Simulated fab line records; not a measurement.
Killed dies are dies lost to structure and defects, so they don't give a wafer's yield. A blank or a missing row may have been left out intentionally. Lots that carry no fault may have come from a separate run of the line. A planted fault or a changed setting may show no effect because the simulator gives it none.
A struck lot beside a sound one || flow n5Finfet || 35 out of 1938 route steps
Sound: these wafers, L822.3, L822.4, L822.5. Wafers struck: L824.2, L824.4, L824.6. The cause comes at the end.
At each step with rows: each side's tool, then ch and its chambers, then its first start. Under that, the readings that differ: sound wafers || struck wafers || difference of the means || sigmas: that difference in standard deviations of wafers without a fault.
alike: readings whose means differ by less than 2 such deviations, and words and numbers that are the same on both sides. not compared: withheld readings, readings that some wafer has no value for, bounds like >300 that may hide the same value, and numbers for which the record gives no deviation and whose values overlap.
The two part at a step that has a row with sigmas, a row that says differs or no value, or rows on one side only. Non-overlapping numbers with no deviation appear without sigmas and do not part them. Lack of a reading on every wafer of one side parts them only where that side has two or more wafers.

first, 11 steps without rows for these wafers: N5_BEOL_M7_CURE_75 (cures SiCOH lowk, time 120 s); N5_BEOL_M7_DEGAS_44 (time 60 s); N5_BEOL_M7_PRE_CLEAN_45 (time 30 s); N5_BEOL_M7_ALD_77 (deposits TaN, target thk 2 nm, pulse time 2 s, purge time 3 s); N5_BEOL_M7_SURFACE_TREAT_79; N5_BEOL_M7_CVD_78 (deposits Co from CCTBA/H2, target thk 2 nm, time 142.3 s); N5_BEOL_M7_SPUTTER_48 (material Cu, target thk 10 nm, time 1.667 s); N5_BEOL_M7_ECD_50 (material Cu, target thk 300 nm); N5_BEOL_M7_ANNEAL_51 (time 90 s); N5_BEOL_M7_CMP_52 (polishes, stops on SiCOH lowk, t overpolish 6.9 s, target thk 80 nm); N5_BEOL_M7_PRE_CLEAN_55 (time 15 s).
N5_BEOL_M7_DEP_56: deposits SiCN from 3MS/NH3, target thk 10 nm, time 17.5 s.
  sound on pecvd-04 ch 0,1,2, day 12 05:49; struck on pecvd-04 ch 0,2, day 13 10:43
{"reading": "model.SiCN_of_BEOL_M7_DEP_56.thkNm (nm)", "sound": "9.8 10 10.2", "struck": "7.2 7.6 7.4", "difference": -2.6, "sigmas": ""}
  alike: showerheadPlenumPTorr, throttleValvePct
then, 22 steps without rows for these wafers: N5_BEOL_M8_ILD_DEP_00 (deposits SiCOH lowk from DEMS/porogen, target thk 179.75 nm, time 33.4 s); N5_BEOL_M8_CURE_74 (cures SiCOH lowk, time 240 s); N5_BEOL_M8_PECVD_70 (deposits SiO2 from TEOS/O2, target thk 20 nm, time 22.7 s); N5_BEOL_M8_HM_DEP_02 (deposits TiN, target thk 20 nm); N5_BEOL_M8_COAT_59 (time 60 s, resist thk 100 nm); N5_BEOL_M8_COAT_60 (time 60 s, resist thk 35 nm); N5_BEOL_M8_COAT_05 (resist thk 90 nm); N5_BEOL_M8_EBR_07; N5_BEOL_M8_SOFTBAKE_06 (time 60 s); N5_BEOL_M8_EXPOSE_08 (exposes mask M8); N5_BEOL_M8_PEB_09 (peb time 60 s); N5_BEOL_M8_DEVELOP_10 (develop time 30 s); N5_BEOL_M8_DESCUM_16 (chemistry O2, time 7.9 s); N5_BEOL_M8_ETCH_61 (etches SiARC in CF4, target depth 45.5 nm, time 75.8 s); N5_BEOL_M8_ETCH_62 (etches SOC in N2/H2, target depth 110 nm, overetch 22 nm, time 165 s); N5_BEOL_M8_STRIP_68 (strips in N2/H2); N5_BEOL_M8_STRIP_67 (strips in CF4); N5_BEOL_M8_HM_OPEN_17 (chemistry Cl2/BCl3, target TiN, target depth 20 nm, overetch 6 nm); N5_BEOL_M8_STRIP_19 (strips in O2); N5_BEOL_M8_COAT_63 (time 60 s, resist thk 60 nm); N5_BEOL_M8_COAT_64 (time 60 s, resist thk 12 nm); N5_BEOL_M8_COAT_71 (time 60 s, resist thk 5 nm).
-- the record jumps here: 3 days lie between the struck wafers' starts before and after (it left off in module BEOL_M8 and takes up again in module PASSIVATION, whose first step shown is number 1936 of the route) --
N5_PASSIVATION_PROBE_49:
  sound: prober-01 at day 15 06:32; struck: prober-02 at day 16 11:31
{"reading": "killed_at_M4_up", "sound": "16 18 28", "struck": "3 12 7", "difference": -13, "sigmas": -3}
{"reading": "killedAtFrontEnd", "sound": "58 52 72", "struck": "145 79 94", "difference": "+45", "sigmas": "+4"}
{"reading": "killedOpen", "sound": "98 77 104", "struck": "58 58 71", "difference": -31, "sigmas": -2}
  alike: killed_at_M0_to_M3, killedAtContacts, killedAtOther, killedDies, killedOnRim, killedShort

== WHERE THEY PART ==
N5_PASSIVATION_PROBE_49 only, going by this record.

WHY: the cause the simulator had injected
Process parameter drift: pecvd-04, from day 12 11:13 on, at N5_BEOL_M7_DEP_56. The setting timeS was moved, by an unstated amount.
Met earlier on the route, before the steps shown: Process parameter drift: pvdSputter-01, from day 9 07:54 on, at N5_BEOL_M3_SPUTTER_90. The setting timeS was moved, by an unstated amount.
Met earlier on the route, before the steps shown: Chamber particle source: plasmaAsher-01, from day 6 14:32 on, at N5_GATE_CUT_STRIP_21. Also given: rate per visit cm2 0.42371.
